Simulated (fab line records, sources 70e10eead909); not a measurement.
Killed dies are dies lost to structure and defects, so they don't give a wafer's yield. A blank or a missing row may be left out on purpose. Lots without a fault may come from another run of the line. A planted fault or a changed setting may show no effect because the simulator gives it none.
fab line records | flow nand_harc
record lots=24 wafers=72 last_day=34
route steps=1302 shown P_CONTACT@240 P_M0@283 P_M1@307 P_M2@339 P_BONDPAD@365
lots that met no fault: from a run of the same line without faults
start_h: hours from the record's first day to the start of the lot's first wafer shown | wait_h: hours since the lot's step before | " the same as in the row above | L1.1+2: a row that stands for several wafers | - no value, or no start given | * or withheld: withheld | < > ~ a bound
route shown NAME@n: a module of which the file shows steps, and the number in the route of the first | usual: mean/standard deviation of fault-free wafers | same: alike in all rows | chamber/n: place in a boat | sites: the reading at each site | _std_site: their standard deviation | _edge_site: outer sites' mean less inner sites' | radius_mm: how far each site lies from the wafer's centre | mask NAME#n: copy n | behind: the tool/chamber that last shaped the wafer | hold: why the lot was held/for how many hours/how that ended | device: the transistor (n, p or np) that didn't switch | end of line: the same wafers' tests at the end of the route | a step without rows: its recipe alone | killed: dies lost to structure and defects at the first sort, not the wafer's yield | map: a wafer's dies, x killed, . not, _ none there
set.NAME: the setting as run; set.NAME@STEP: as run at that earlier step | model.NAME: the simulator's own value behind a step, which no gauge read
steps of the route over a sample of lots; a table a step, a row a wafer
services: from which hour (start_h, from the record's first day; less than 0 if before it) a tool's chamber was out of use, for how many hours, and why
## steps
# step NHARC_P_CONTACT_ETCH_31
# recipe target_depth_a=300 time_s=85.7 ion_energy_ev=120 over_etch_frac=1 ch3f_flow_sccm=50 o2_flow_sccm=30 ar_flow_sccm=200 rf_w=500 bias_w=100 chemistry=CH3F/O2
# usual drypump_motor_current_A=5.7/0.31 oes_product_au=0.976/0.014 rf_vpp_V=243.8/1.5 showerhead_plenum_p_Torr=2.41/0.087 throttle_valve_pct=20.663/0.0084
# columns lot.wafer tool chamber start_h wait_h drypump_motor_current_A oes_product_au rf_hours_counter_h rf_vpp_V showerhead_plenum_p_Torr throttle_valve_pct
L074.2 rie_diel-03 1 - - 5.6 0.969 0.4 243.3 2.39 20.658
L074.3 " 3 " " 5.7 0.983 0.2 242.3 2.31 20.650
L074.6 " 2 " " 6.0 0.994 - 244.0 2.45 20.676
L075.2 rie_diel-12 3 - - 6.3 0.946 1.2 243.1 2.33 20.661
L075.5 " 3 " " 6.3 0.946 - 243.2 2.33 20.660
L075.6 " 0 " " 5.4 0.951 - 244.0 2.44 20.673
L076.1 rie_diel-03 0 - - 5.4 0.986 1.3 241.9 2.34 20.648
L076.3 " 1 " " 5.6 0.974 1.2 244.7 2.39 20.657
L076.5 " 3 " " 5.7 0.975 - 242.1 2.31 20.669
L077.2 rie_diel-13 3 - - 6.0 0.976 3.7 245.2 2.54 20.665
L077.5 " 0 " " 6.0 0.967 - 243.9 2.46 20.676
L077.6 " 1 " " 5.7 0.942 - 245.9 2.46 20.658
L078.2 rie_diel-12 1 - - 5.2 0.974 2.2 246.2 2.57 20.652
L078.6 " 3 " " 6.2 0.951 - 241.6 2.33 20.675
L078.5 " 0 " " 5.4 0.964 - 246.1 2.44 20.668
L079.1 rie_diel-12 2 - - 5.3 0.989 3.1 244.6 2.57 20.656
L079.6 " 3 " " 6.3 0.966 - 242.2 2.33 20.652
L079.5 " 0 " " 5.4 0.968 - 242.8 2.44 20.661
L080.2 rie_diel-13 1 - - 5.7 0.981 0.4 244.9 2.46 20.653
L080.1 " 3 " " 6.0 0.987 0.2 245.7 2.54 20.668
L080.6 " 1 " " 5.7 0.980 - 244.5 2.46 20.663
L081.2 rie_diel-12 0 - - 5.5 0.952 4.8 243.9 2.44 20.670
L081.3 " 1 " " 5.2 0.982 3.5 247.6 2.57 20.662
L081.5 " 3 " " 6.3 0.958 - 242.2 2.33 20.661
L082.1 rie_diel-03 0 - - 5.4 0.983 2.4 242.7 2.34 20.670
L082.4 " 1 " " 5.6 0.957 2.3 243.7 2.39 20.662
L082.5 " 3 " " 5.7 0.985 - 242.5 2.31 20.668
L083.1 rie_diel-03 3 - - 5.7 0.983 2.5 240.9 2.31 20.674
L083.3 " 1 " " 5.6 0.981 2.7 243.4 2.39 20.657
L083.6 " 0 " " 5.3 0.994 - 242.4 2.34 20.664
L084.3 rie_diel-03 0 - - 5.4 0.978 3.4 242.7 2.34 20.685
L084.5 " 3 " " 5.7 0.955 - 241.7 2.31 20.660
L084.6 " 0 " " 5.4 0.974 - 241.7 2.34 20.675
L085.1 rie_diel-13 2 - - 5.6 0.957 1.3 241.2 2.33 20.637
L085.2 " 3 " " 6.0 0.977 1.4 245.7 2.54 20.674
L085.3 " 1 " " 5.7 0.967 1.5 243.5 2.46 20.665
L086.1 rie_diel-03 0 - - 5.4 0.977 4.1 242.4 2.34 20.662
L086.2 " 1 " " 5.6 0.959 3.8 242.6 2.39 20.665
L086.6 " 3 " " 5.6 0.959 - 241.7 2.31 20.667
L087.2 rie_diel-03 2 - - 6.0 0.964 3.6 246.7 2.44 20.656
L087.6 " 0 " " 5.4 0.972 - 244.2 2.34 20.671
L087.5 " 1 " " 5.6 0.962 - 243.5 2.39 20.659
L089.3 rie_diel-13 3 - - 6.0 0.983 2.3 246.6 2.54 20.668
L089.1 " 0 " " 6.0 0.972 2.5 243.6 2.46 20.662
L089.5 " 1 " " 5.7 0.982 - 244.7 2.46 20.664
L088.1 rie_diel-03 3 - - 5.6 0.977 4.7 241.5 2.31 20.665
L088.3 " 1 " " 5.6 0.987 5.0 244.0 2.39 20.676
L088.2 " 2 " " 6.0 1.000 4.1 244.5 2.44 20.654
L090.3 rie_diel-03 1 - - 5.6 0.976 5.4 241.7 2.39 20.671
L090.4 " 2 " " 6.1 0.982 4.5 245.3 2.44 20.667
L090.6 " 0 " " 5.4 0.993 - 242.5 2.34 20.665
L091.2 rie_diel-13 3 - - 6.0 0.998 3.2 246.5 2.54 20.684
L091.6 " 1 " " 5.7 0.978 - 244.2 2.46 20.663
L091.5 " 2 " " 5.6 0.974 - 242.4 2.33 20.653
L092.1 rie_diel-12 2 - - 5.2 0.996 0.7 246.4 2.57 20.659
L092.5 " 3 " " 6.3 0.985 - 243.2 2.33 20.665
L092.6 " 0 " " 5.4 0.978 - 244.7 2.43 20.663
L093.3 rie_diel-03 3 - - 5.7 0.996 0.5 242.0 2.31 20.668
L093.1 " 0 " " 5.4 0.993 0.5 243.1 2.34 20.672
L093.6 " 3 " " 5.6 0.994 - 242.2 2.31 20.666
L094.3 rie_diel-12 3 - - 6.3 0.962 3.0 242.2 2.33 20.661
L094.4 " 1 " " 5.2 0.985 2.3 245.4 2.57 20.668
L094.1 " 2 " " 5.3 0.997 2.6 245.5 2.57 20.662
L095.3 rie_diel-13 3 - - 6.0 0.986 4.2 247.4 2.54 20.673
L095.1 " 0 " " 6.0 0.979 4.4 244.6 2.46 20.666
L095.2 " 1 " " 5.7 0.982 4.2 244.8 2.46 20.660
L096.3 rie_diel-13 1 - - 5.7 0.984 4.5 243.8 2.46 20.676
L096.4 " 2 " " 5.6 0.988 4.2 243.0 2.33 20.663
L096.5 " 1 " " 5.7 0.983 - 244.0 2.46 20.661
L097.1 rie_diel-12 2 - - 5.2 0.991 4.2 247.3 2.56 20.656
L097.6 " 2 " " 5.3 0.990 - 245.2 2.56 20.658
L097.5 " 3 " " 6.3 0.977 - 242.9 2.33 20.656
# step NHARC_P_M0_PRE_CLEAN_31
# recipe time_s=12 temp_c=370 rf_power_w=300 gas=NH3
# usual heater_power_w=647/79 susceptor_temp_C=370.00/0.23
# columns lot.wafer tool chamber start_h wait_h heater_power_w susceptor_temp_C
L074.3 pecvd-02 0 128.17 0.1 610 370.25
L074.2 " 2 " " 583 369.96
L074.6 " 0 " " 620 369.81
L075.2 pecvd-04 0 131.92 0.1 741 369.75
L075.6 " 0 " " 754 369.77
L075.5 " 2 " " 553 369.76
L076.3 pecvd-01 1 148.91 0.1 525 370.02
L076.1 " 0 " " 786 369.97
L076.5 " 1 " " 512 370.04
L077.2 pecvd-04 1 150.46 0.1 618 369.72
L077.6 " 0 " " 682 369.87
L077.5 " 1 " " 625 369.72
L078.2 pecvd-02 0 160.22 0.1 594 369.99
L078.5 " 0 " " 606 370.00
L078.6 " 2 " " 652 369.95
L079.1 pecvd-02 2 176.43 0.1 573 370.17
L079.5 " 1 " " 736 369.77
L079.6 " 0 " " 633 369.79
L080.1 pecvd-01 1 183.71 0.1 527 370.48
L080.2 " 2 " " 605 370.07
L080.6 " 0 " " 720 370.13
L081.2 pecvd-04 0 190.32 0.1 645 369.67
L081.3 " 1 " " 659 370.37
L081.5 " 1 " " 645 370.03
L082.1 pecvd-01 0 201.63 0.1 789 369.98
L082.5 " 0 " " 786 369.66
L082.4 " 2 " " 639 370.15
L083.3 pecvd-01 0 208.46 0.1 730 369.90
L083.1 " 1 " " 583 370.38
L083.6 " 0 " " 731 369.95
L084.3 pecvd-01 2 220.49 0.1 594 370.53
L084.5 " 0 " " 721 369.95
L084.6 " 1 " " 535 369.97
L085.2 pecvd-01 0 237.31 0.2 805 369.88
L085.3 " 1 " " 627 369.97
L085.1 " 2 " " 618 370.03
L086.1 pecvd-02 2 242.61 0.1 652 369.71
L086.2 " 0 " " 585 369.83
L086.6 " 0 " " 573 370.15
L087.2 pecvd-01 0 269.91 0.1 759 369.86
L087.5 " 0 " " 779 370.00
L087.6 " 1 " " 566 369.71
L089.1 pecvd-01 0 270.56 0.1 826 370.42
L089.3 " 2 " " 636 369.65
L089.5 " 0 " " 831 370.42
L088.2 pecvd-01 1 271.43 0.1 607 370.73
L088.3 " 2 " " 630 370.03
L088.1 " 0 " " 842 370.14
L090.3 pecvd-01 1 280.75 0.1 615 370.07
L090.4 " 1 " " 611 370.10
L090.6 " 0 " " 724 370.18
L091.2 pecvd-01 1 292.61 0.1 595 369.87
L091.5 " 0 " " 714 370.08
L091.6 " 2 " " 580 369.53
L092.1 pecvd-02 2 304.60 0.1 660 369.52
L092.5 " 1 " " 693 369.72
L092.6 " 2 " " 648 369.93
L093.1 pecvd-04 1 312.91 0.1 654 370.03
L093.3 " 2 " " 593 370.39
L093.6 " 0 " " 763 369.83
L094.1 pecvd-01 2 339.79 0.1 594 370.03
L094.3 " 1 " " 570 370.60
L094.4 " 1 " " 567 370.42
L095.3 pecvd-04 1 344.95 0.1 633 369.73
L095.2 " 2 " " 599 370.12
L095.1 " 0 " " 729 369.89
L096.3 pecvd-01 2 346.57 0.1 614 370.36
L096.5 " 0 " " 835 369.74
L096.4 " 1 " " 634 370.20
L097.1 pecvd-04 0 365.28 0.1 685 370.20
L097.6 " 0 " " 679 370.23
L097.5 " 1 " " 582 370.07
# step NHARC_P_M1_PVD_20
# recipe target_thk_a=50 bias_v=168.6 power_w=15000 chamber_pressure_pa=0.12 time_s=8.06 substrate_temp_c=50 material=TaN
# usual cathode_dc_power_W=15000/2.5 throttle_valve_pct=30.3/1.2
# columns lot.wafer tool chamber start_h wait_h cathode_dc_power_W throttle_valve_pct
L074.3 pvd_sputter-03 - - - 14997 27.6
L074.2 " - " " 15004 29.9
L074.6 " - " " 15000 31.1
L075.2 pvd_sputter-01 - - - 15003 30.9
L075.5 " - " " 15001 31.2
L075.6 " - " " 14998 28.5
L076.3 pvd_sputter-01 - - - 15001 30.9
L076.1 " - " " 15002 28.4
L076.5 " - " " 14998 30.8
L077.2 pvd_sputter-02 - - - 14994 31.8
L077.5 " - " " 14999 31.3
L077.6 " - " " 15001 30.6
L078.2 pvd_sputter-01 - - - 15000 28.7
L078.6 " - " " 15003 29.2
L078.5 " - " " 14999 29.2
L079.1 pvd_sputter-02 - - - 14998 30.9
L079.6 " - " " 15002 30.9
L079.5 " - " " 14997 30.9
L080.2 pvd_sputter-03 - - - 14999 31.1
L080.1 " - " " 15001 31.5
L080.6 " - " " 15000 28.4
L081.2 pvd_sputter-01 - - - 14998 29.0
L081.3 " - " " 14999 28.4
L081.5 " - " " 15000 28.9
L082.1 pvd_sputter-03 - - - 15003 31.2
L082.4 " - " " 15001 28.4
L082.5 " - " " 14999 31.1
L083.1 pvd_sputter-02 - - - 14999 31.1
L083.3 " - " " 15001 31.0
L083.6 " - " " 15005 30.9
L084.3 pvd_sputter-03 - - - 14998 31.5
L084.6 " - " " 14999 31.0
L084.5 " - " " 14995 28.9
L085.1 pvd_sputter-01 - - - 15002 28.3
L085.2 " - " " 14999 28.8
L085.3 " - " " 14999 30.3
L086.2 pvd_sputter-02 - - - 14997 30.7
L086.1 " - " " 15005 31.7
L086.6 " - " " 15002 31.3
L087.2 pvd_sputter-01 - - - 14999 30.5
L087.6 " - " " 15000 30.1
L087.5 " - " " 15001 30.3
L089.3 pvd_sputter-03 - - - 15006 31.4
L089.1 " - " " 14999 31.1
L089.5 " - " " 14996 30.3
L088.1 pvd_sputter-02 - - - 15000 31.0
L088.2 " - " " 14999 30.4
L088.3 " - " " 15002 32.1
L090.4 pvd_sputter-01 - - - 14998 30.4
L090.3 " - " " 15002 28.3
L090.6 " - " " 14998 30.1
L091.2 pvd_sputter-02 - - - 15004 31.2
L091.5 " - " " 14998 32.0
L091.6 " - " " 15002 31.2
L092.1 pvd_sputter-01 - - - 15001 30.2
L092.5 " - " " 14999 28.5
L092.6 " - " " 15000 29.2
L093.1 pvd_sputter-01 - - - 15000 29.2
L093.3 " - " " 14995 30.1
L093.6 " - " " 14997 28.5
L094.1 pvd_sputter-02 - - - 15002 31.5
L094.4 " - " " 15002 31.4
L094.3 " - " " 14998 31.0
L095.2 pvd_sputter-03 - - - 15001 31.0
L095.1 " - " " 15000 28.4
L095.3 " - " " 15002 30.1
L096.4 pvd_sputter-02 - - - 15006 30.9
L096.3 " - " " 15005 31.0
L096.5 " - " " 15007 31.0
L097.1 pvd_sputter-02 - - - 15001 31.6
L097.6 " - " " 15005 31.6
L097.5 " - " " 15002 30.9
# step NHARC_P_M2_PRE_CLEAN_30
# recipe time_s=30 temp_c=280 gas=H2/He
# usual heater_power_w=401/39 susceptor_temp_C=280.02/0.19
# columns lot.wafer tool chamber start_h wait_h heater_power_w susceptor_temp_C
L074.2 pvd_sputter-03 - - - 427 279.74
L074.3 " - " " 412 280.28
L074.6 " - " " 404 280.14
L075.2 pvd_sputter-01 - - - 352 279.89
L075.6 " - " " 351 279.56
L075.5 " - " " 485 279.83
L076.1 pvd_sputter-02 - - - 392 280.19
L076.3 " - " " 409 280.07
L076.5 " - " " 415 280.15
L077.2 pvd_sputter-02 - - - 410 280.19
L077.5 " - " " 414 279.95
L077.6 " - " " 407 280.26
L078.2 pvd_sputter-01 - - - 381 280.29
L078.6 " - " " 350 279.91
L078.5 " - " " 481 279.92
L079.1 pvd_sputter-01 - - - 350 -
L079.6 " - " " 489 -
L079.5 " - " " 371 -
L080.1 pvd_sputter-03 - - - 423 280.23
L080.2 " - " " 405 279.58
L080.6 " - " " 401 279.82
L081.3 pvd_sputter-02 - - - 449 280.41
L081.2 " - " " 392 280.06
L081.5 " - " " 414 279.96
L082.4 pvd_sputter-03 - - - 415 279.89
L082.1 " - " " 394 279.78
L082.5 " - " " 423 279.98
L083.1 pvd_sputter-02 - - - 407 279.95
L083.3 " - " " 435 279.98
L083.6 " - " " 400 280.13
L084.3 pvd_sputter-03 - - - 422 279.83
L084.6 " - " " 406 279.86
L084.5 " - " " 403 280.38
L085.3 pvd_sputter-01 - - - 353 279.97
L085.1 " - " " 359 279.38
L085.2 " - " " 346 280.10
L086.2 pvd_sputter-01 - - - 348 -
L086.1 " - " " 367 -
L086.6 " - " " 359 -
L087.2 pvd_sputter-02 - - - 406 280.15
L087.6 " - " " 391 280.21
L087.5 " - " " 422 279.94
L089.1 pvd_sputter-01 - - - 465 280.19
L089.3 " - " " 351 280.14
L089.5 " - " " 353 279.95
L088.1 pvd_sputter-03 - - - 418 280.25
L088.2 " - " " 433 279.78
L088.3 " - " " 410 279.86
L090.3 pvd_sputter-01 - - - 344 280.22
L090.4 " - " " 466 279.68
L090.6 " - " " 365 280.20
L091.2 pvd_sputter-03 - - - 431 279.97
L091.5 " - " " 416 280.00
L091.6 " - " " 417 280.00
L092.1 pvd_sputter-01 - - - 358 279.85
L092.5 " - " " 452 279.99
L092.6 " - " " 350 280.19
L093.1 pvd_sputter-02 - - - 383 -
L093.3 " - " " 408 -
L093.6 " - " " 432 -
L094.3 pvd_sputter-01 - - - 452 -
L094.4 " - " " 352 -
L094.1 " - " " 357 -
L095.1 pvd_sputter-01 - - - 368 280.11
L095.3 " - " " 357 280.26
L095.2 " - " " 480 279.73
L096.3 pvd_sputter-01 - - - 359 279.77
L096.4 " - " " 349 280.01
L096.5 " - " " 478 280.05
L097.1 pvd_sputter-01 - - - 363 -
L097.5 " - " " 460 -
L097.6 " - " " 350 -
# step NHARC_P_BONDPAD_OVL_MEAS_38
# usual overlay_x_nm=1/3.5 overlay_y_nm=2/5.9
# columns lot.wafer tool chamber start_h wait_h overlay_x_nm overlay_y_nm
L074.2 overlay-01 - 139.59 - 4 -3
L074.3 " - " " 4 -4
L074.6 " - " " 4 -3
L075.2 overlay-01 - 141.78 - 6 0
L075.5 " - " " 7 1
L075.6 " - " " 6 0
L076.1 overlay-01 - 158.89 - 2 -5
L076.3 " - " " 2 -4
L076.5 " - " " 1 -4
L077.2 overlay-02 - 160.48 - 5 3
L077.5 " - " " 5 2
L077.6 " - " " 5 2
L078.2 overlay-01 - 170.23 - -5 -3
L078.5 " - " " -5 -4
L078.6 " - " " -5 -4
L079.1 overlay-01 - 186.33 - 3 1
L079.5 " - " " 4 2
L079.6 " - " " 3 1
L080.1 overlay-01 - 194.11 - -7 1
L080.2 " - " " -8 1
L080.6 " - " " -8 0
L081.2 overlay-01 - 200.97 - 1 12
L081.3 " - " " 1 12
L081.5 " - " " 1 12
L082.1 overlay-02 - 212.84 - -4 -8
L082.4 " - " " -4 -8
L082.5 " - " " -4 -9
L083.1 overlay-02 - 218.70 - 0 5
L083.3 " - " " 1 5
L083.6 " - " " 1 5
L084.3 overlay-02 - 230.62 - 2 2
L084.5 " - " " 2 3
L084.6 " - " " 3 3
L085.1 overlay-02 - 247.20 - 2 9
L085.2 " - " " 2 9
L085.3 " - " " 2 9
L086.1 overlay-02 - 252.94 - 3 -11
L086.2 " - " " 3 -11
L086.6 " - " " 3 -11
L087.2 overlay-01 - 280.19 - 1 4
L087.5 " - " " 1 3
L087.6 " - " " 0 4
L089.1 overlay-01 - 280.70 - 4 -1
L089.3 " - " " 3 -1
L089.5 " - " " 4 0
L088.1 overlay-02 - 281.42 - -5 8
L088.2 " - " " -5 8
L088.3 " - " " -5 8
L090.3 overlay-01 - 290.74 - -1 -1
L090.4 " - " " -1 0
L090.6 " - " " -1 -1
L091.2 overlay-01 - 302.76 - 6 14
L091.5 " - " " 6 13
L091.6 " - " " 6 14
L092.1 overlay-01 - 315.15 - -1 7
L092.5 " - " " -1 8
L092.6 " - " " -1 8
L093.1 overlay-01 - 323.37 - 1 6
L093.3 " - " " 0 6
L093.6 " - " " 1 5
L094.1 overlay-02 - 349.80 - -1 6
L094.3 " - " " -1 5
L094.4 " - " " -1 5
L095.1 overlay-01 - 355.13 - 0 6
L095.2 " - " " 0 6
L095.3 " - " " -1 6
L096.3 overlay-02 - 356.68 - 0 4
L096.4 " - " " 0 4
L096.5 " - " " -1 4
L097.1 overlay-01 - 375.64 - -2 -1
L097.5 " - " " -1 -1
L097.6 " - " " -2 -1
# step NHARC_P_BONDPAD_ETCH_12
# recipe target_depth_a=2000 time_s=100 chf3_flow_sccm=50 o2_flow_sccm=10 ar_flow_sccm=200 rf_w=500 bias_w=200 chemistry=CHF3/O2
# usual drypump_motor_current_A=5.8/0.44 oes_product_au=0.946/0.022 rf_vpp_V=370.4/2 showerhead_plenum_p_Torr=2.39/0.089 throttle_valve_pct=20.572/0.009
# columns lot.wafer tool chamber start_h wait_h drypump_motor_current_A oes_product_au rf_hours_counter_h rf_vpp_V showerhead_plenum_p_Torr throttle_valve_pct
L074.2 rie_diel-12 3 - - 6.3 0.945 1.9 367.4 2.28 20.565
L074.3 " 2 " " 5.2 0.962 1.6 372.8 2.51 20.564
L074.6 " 0 " " 5.4 0.964 - 372.1 2.38 20.578
L075.2 rie_diel-08 3 - - 6.5 0.967 5.8 372.2 2.44 20.574
L075.5 " 2 " " 5.8 0.952 - 369.0 2.31 20.569
L075.6 " 3 " " 6.4 0.949 - 370.3 2.44 20.568
L076.1 rie_diel-08 0 159.30 0.1 5.7 0.935 8.3 372.3 2.47 20.571
L076.3 " 2 " " 5.8 0.933 - 368.6 2.31 20.561
L076.5 " 2 " " 5.8 0.939 - 369.2 2.31 20.563
L077.2 rie_diel-12 0 - - 5.4 0.919 3.8 369.7 2.38 20.559
L077.5 " 0 " " 5.4 0.931 - 368.8 2.38 20.565
L077.6 " 3 " " 6.3 0.927 - 367.9 2.28 20.579
L078.2 rie_diel-08 1 - - 6.4 0.926 7.3 369.4 2.30 20.574
L078.6 " 3 " " 6.5 0.925 - 372.0 2.44 20.575
L078.5 " 0 " " 5.7 0.929 - 370.9 2.47 20.580
L079.1 rie_diel-08 3 - - 6.5 0.925 8.0 370.8 2.44 20.571
L079.6 " 2 " " 5.8 0.925 - 368.2 2.31 20.567
L079.5 " 3 " " 6.5 0.910 - 371.6 2.44 20.572
L080.1 rie_diel-13 0 - - 6.1 0.960 0.7 369.6 2.40 20.571
L080.2 " 1 " " 5.7 0.970 0.8 370.2 2.40 20.581
L080.6 " 1 " " 5.7 0.982 - 370.6 2.40 20.565
L081.3 rie_diel-08 1 - - 6.5 0.966 0.0 368.9 2.30 20.581
L081.2 " 2 " " 5.8 0.967 0.0 369.6 2.31 20.570
L081.5 " 1 " " 6.4 0.975 - 368.7 2.30 20.571
L082.4 rie_diel-08 1 - - 6.4 0.994 1.4 369.1 2.30 20.576
L082.1 " 2 " " 5.8 0.979 1.4 367.9 2.31 20.563
L082.5 " 0 " " 5.7 0.964 - 371.7 2.47 20.556
L083.3 rie_diel-13 3 - - 6.0 0.962 0.9 372.9 2.48 20.574
L083.1 " 1 " " 5.7 0.973 1.2 372.0 2.40 20.586
L083.6 " 2 " " 5.6 0.956 - 368.0 2.27 20.578
L084.3 rie_diel-12 2 - - 5.2 0.917 6.0 370.9 2.51 20.561
L084.5 " 3 " " 6.3 0.907 - 367.5 2.28 20.556
L084.6 " 0 " " 5.4 0.917 - 368.9 2.38 20.576
L085.1 rie_diel-08 2 - - 5.8 0.968 4.5 368.1 2.31 20.585
L085.3 " 3 " " 6.4 0.970 4.4 371.1 2.44 20.562
L085.2 " 1 " " 6.5 0.967 4.5 369.2 2.30 20.589
L086.2 rie_diel-12 3 - - 6.3 0.903 8.5 367.4 2.28 20.571
L086.1 " 2 " " 5.2 0.923 7.8 372.6 2.51 20.572
L086.6 " 3 " " 6.3 0.899 - 368.5 2.28 20.565
L087.2 rie_diel-13 2 - - 5.6 0.937 2.3 367.6 2.27 20.563
L087.6 " 3 " " 6.0 0.944 - 372.3 2.48 20.562
L087.5 " 0 " " 6.0 0.968 - 370.5 2.40 20.569
L089.1 rie_diel-12 2 - - 5.2 0.974 0.1 372.0 2.51 20.591
L089.3 " 1 " " 5.2 0.960 0.1 372.1 2.51 20.586
L089.5 " 2 " " 5.2 0.977 - 373.6 2.51 20.581
L088.1 rie_diel-08 0 - - 5.7 0.927 2.8 372.5 2.47 20.571
L088.3 " 1 " " 6.5 0.918 5.3 368.0 2.30 20.584
L088.2 " 3 " " 6.5 0.923 5.2 371.9 2.44 20.562
L090.3 rie_diel-13 1 - - 5.7 0.954 3.0 369.2 2.40 20.579
L090.4 " 2 " " 5.6 0.963 2.8 368.9 2.27 20.582
L090.6 " 1 " " 5.7 0.957 - 370.7 2.40 20.564
L091.2 rie_diel-12 1 - - 5.2 0.929 0.7 371.3 2.51 20.569
L091.6 " 1 " " 5.2 0.926 - 372.9 2.51 20.575
L091.5 " 2 " " 5.2 0.931 - 373.2 2.51 20.565
L092.1 rie_diel-13 0 - - 6.0 0.932 3.7 371.2 2.40 20.585
L092.5 " 1 " " 5.7 0.925 - 369.9 2.40 20.597
L092.6 " 2 " " 5.6 0.923 - 366.8 2.27 20.565
L093.3 rie_diel-12 3 - - 6.3 0.966 1.4 368.4 2.28 20.582
L093.1 " 1 " " 5.2 0.960 1.0 372.2 2.51 20.563
L093.6 " 3 " " 6.3 0.969 - 369.3 2.27 20.578
L094.1 rie_diel-12 3 - - 6.3 0.921 4.1 367.6 2.27 20.556
L094.3 " 0 " " 5.4 0.926 3.6 369.2 2.38 20.572
L094.4 " 1 " " 5.2 0.931 3.2 373.6 2.51 20.567
L095.1 rie_diel-12 3 - - 6.3 0.956 4.4 366.1 2.27 20.565
L095.2 " 1 " " 5.2 0.944 3.4 373.4 2.51 20.583
L095.3 " 2 " " 5.2 0.968 3.9 372.1 2.50 20.567
L096.3 rie_diel-12 0 - - 5.4 0.966 3.9 370.2 2.38 20.551
L096.4 " 2 " " 5.3 0.958 3.9 373.2 2.50 20.574
L096.5 " 3 " " 6.3 0.943 - 368.1 2.27 20.575
L097.1 rie_diel-12 3 - - 6.3 0.915 6.1 368.2 2.27 20.565
L097.6 " 0 " " 5.4 0.930 - 369.4 2.38 20.589
L097.5 " 1 " " 5.2 0.926 - 372.3 2.51 20.589
## services
# columns tool chamber start_h hours kind
rie_diel-12 1 99.28 2.2 repair
rie_diel-03 - 104.30 9.0 pm
pvd_sputter-02 - 105.95 2.0 repair
pvd_sputter-02 - 125.17 10.0 pm
pecvd-01 - 130.00 13.0 pm
rie_diel-12 1 138.42 13.1 repair
rie_diel-12 2 156.64 13.4 repair
pvd_sputter-01 - 158.23 3.5 repair
rie_diel-13 - 165.00 9.0 pm
pvd_sputter-03 - 170.04 10.0 pm
pvd_sputter-02 - 183.34 5.3 repair
pvd_sputter-01 - 226.00 10.0 pm
rie_diel-12 0 248.93 30.6 repair
rie_diel-12 3 267.11 12.1 repair
rie_diel-12 - 268.57 9.0 pm
pvd_sputter-01 - 277.62 1.1 repair
rie_diel-12 2 300.75 1.2 repair
pvd_sputter-02 - 303.17 10.0 pm
pecvd-01 - 311.00 13.0 pm
rie_diel-12 2 316.86 4.9 repair
pecvd-01 - 341.16 1.4 repair
rie_diel-13 - 342.00 9.0 pm
pvd_sputter-03 - 348.04 10.0 pm
rie_diel-13 3 372.48 2.4 repair
## key
fault none
